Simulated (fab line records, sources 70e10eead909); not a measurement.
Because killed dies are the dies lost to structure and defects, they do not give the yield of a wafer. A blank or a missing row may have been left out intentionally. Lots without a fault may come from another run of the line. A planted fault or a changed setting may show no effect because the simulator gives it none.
Code-filled problem report in 8D (eight disciplines) form	flow nandHarc	the parts of the form that need people (team, actions taken, sign-off) are left out

## 1. THE PROBLEM
defectLimitedYield at NHARC_END_SORT_01 reads a mean of 0.0 % on 3 wafers of 2 lots; wafers without a fault read 90.1 % with a standard deviation of 2.5. Relative to the usual mean, that is a shift of -36 standard deviations.
The first sign was on wafer L803.2 at day 32 10:41, on prober-01. At this step, 39 wafers from 13 lots have a number in the record. The rule behind "out" and "out of limits": a value lying over 4 standard deviations away from the usual mean. All remaining wafers that have a number are taken as sound.

## 2. WHAT IT IS; WHAT IT IS NOT
question	is	is not
which readings at this step	defectLimitedYield, killedAtArray, killedDies	killedAtOther, killedAtPeriphery, killedOpen
which lots	L803, L804	L783, L784, L785, L786, L787, L788, L791, L792, L793, L794, L799
which wafers of those lots	L803.2, L804.2, L804.3	L803.1, L803.4, L804.1
read on which gauges	prober-01, prober-02	-
when	from day 32 10:41	up to then (34 sound wafers); but 2 sound wafers of L803, L804 came after

## 3. SUSPECTS, AND WHAT RULES EACH OUT
Counting: if a tool at a process step up to the reading ran every lot that is out, it stays a suspect. Sound lots after the first of them don't rule it out here, since some wafers of a struck lot are sound.
- ruled out: the gauge at NHARC_END_SORT_01. The wafers that are out were read on 2 gauges (prober-01, prober-02).
- pvdSputter-03 at NHARC_A_M1_PVD_21 (deposits Cu, target thk 30 nm, time 20.49 s): kept. Every lot that is out went through it, the first being L803 (day 31 00:01); the last sound lot it ran before that was L799 (day 29 05:05).
- rieSi-01 at NHARC_THIN_TSV_ETCH_15 (target depth 3000 nm, bosch target overetch cycles 2, bosch etch step 2.8 s): kept. Every lot that is out went through it, the first being L803 (day 31 21:39); the last sound lot it ran before that was L794 (day 28 06:07).
After counting, pvdSputter-03 at NHARC_A_M1_PVD_21 and rieSi-01 at NHARC_THIN_TSV_ETCH_15 remain.

## 4. THE CAUSE (what the simulator had put in)
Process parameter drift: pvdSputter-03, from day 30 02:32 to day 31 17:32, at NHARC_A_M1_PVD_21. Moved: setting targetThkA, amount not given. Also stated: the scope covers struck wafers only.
2 suspects survive the count, and this tool is in that group.

## 5. SEQUENCE OF EFFECTS, ordered by route
Each row: a reading whose mean over the struck wafers that have a number lies more than 3 standard deviations from the usual. Only readings whose record carries a usual standard deviation are examined. hours: median over the lots of the time between each lot's start at the first step of this table that gives one and its start at this step. sigmas: the change, counted in usual standard deviations.
hours	step	reading	usual	on struck wafers	change	sigmas
0	NHARC_END_SORT_01	defectLimitedYield	90.1 %	0.0	-90.1	-36
0	NHARC_END_SORT_01	killedAtArray	62	673	+611	+34
0	NHARC_END_SORT_01	killedDies	67	677	+610	+36

## 6. WHAT WOULD HAVE CAUGHT IT SOONER
The first out-of-limits reading at a measuring or inspecting step in this record came at day 32 10:41, 56 hours after the fault's start at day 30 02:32.
Tool readings at NHARC_A_M1_PVD_21 with a usual standard deviation given in the record: none out on any struck wafer, hence no alarm at a limit of 4 standard deviations on them.
Each of the lots that are out, 2 in all, had begun NHARC_A_M1_PVD_21 on pvdSputter-03 no later than day 32 10:41. None of them would have been spared by holding the tool at that moment.
